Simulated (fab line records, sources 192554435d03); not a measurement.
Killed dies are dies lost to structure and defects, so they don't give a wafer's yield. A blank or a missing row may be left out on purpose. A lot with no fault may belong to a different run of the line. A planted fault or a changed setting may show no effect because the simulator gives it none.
Matching of chambers :: flow n5Finfet :: N5_PMOS_HMC_CHANNEL_EPI_HM_DEP_34 on pecvd-02 has 3 sister chambers
The step deposits SiO2 from TEOS/O2, target thk 36 nm, time 6.9 s. 3 wafers are shown with their chamber, then 8 later ones without.

## WAFERS WITH THEIR CHAMBER
wafer: L080.6
chamber: 2
throttleValvePct (%): 16.0

wafer: L090.6
chamber: 1
throttleValvePct (%): 19.3

wafer: L091.2
chamber: 0
throttleValvePct (%): 19.2

## WAFERS WHOSE CHAMBER IS MISSING
wafer: L091.3
throttleValvePct (%): 16.2

wafer: L091.5
throttleValvePct (%): 19.3

wafer: L094.1
throttleValvePct (%): 19.3

wafer: L094.3
throttleValvePct (%): 16.3

wafer: L094.5
throttleValvePct (%): 19.3

wafer: L096.3
throttleValvePct (%): 16.5

wafer: L096.5
throttleValvePct (%): 19.3

wafer: L096.6
throttleValvePct (%): 16.2

## WHICH CHAMBER EACH ONE RAN IN
wafer: L091.3
from the rows above: 2
in truth: 2

wafer: L091.5
from the rows above: can't be placed: 1 or 0
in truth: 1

wafer: L094.1
from the rows above: can't be placed: 1 or 0
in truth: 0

wafer: L094.3
from the rows above: 2
in truth: 2

wafer: L094.5
from the rows above: can't be placed: 1 or 0
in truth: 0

wafer: L096.3
from the rows above: 2
in truth: 2

wafer: L096.5
from the rows above: can't be placed: 1 or 0
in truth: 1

wafer: L096.6
from the rows above: 2
in truth: 2
4 of 8 placed correctly. Cannot be placed on the basis of these rows: 4; the candidates contain the true chamber in 4. Wrongly placed: 0.
How it was worked out, from the rows above alone: a wafer's distance from a chamber is the root of the sum, over the readings, of the square of ((its reading less the chamber's mean) divided by the reading's scatter). If the next closest chamber is less than 2 further off than the closest, the wafer can't be placed; otherwise it belongs to the closest. For every chamber, the mean is computed from those of its wafers that are shown. The scatter: with one shown wafer a chamber, the root of the mean of the squares of how far each hidden wafer lies from its nearest shown one.
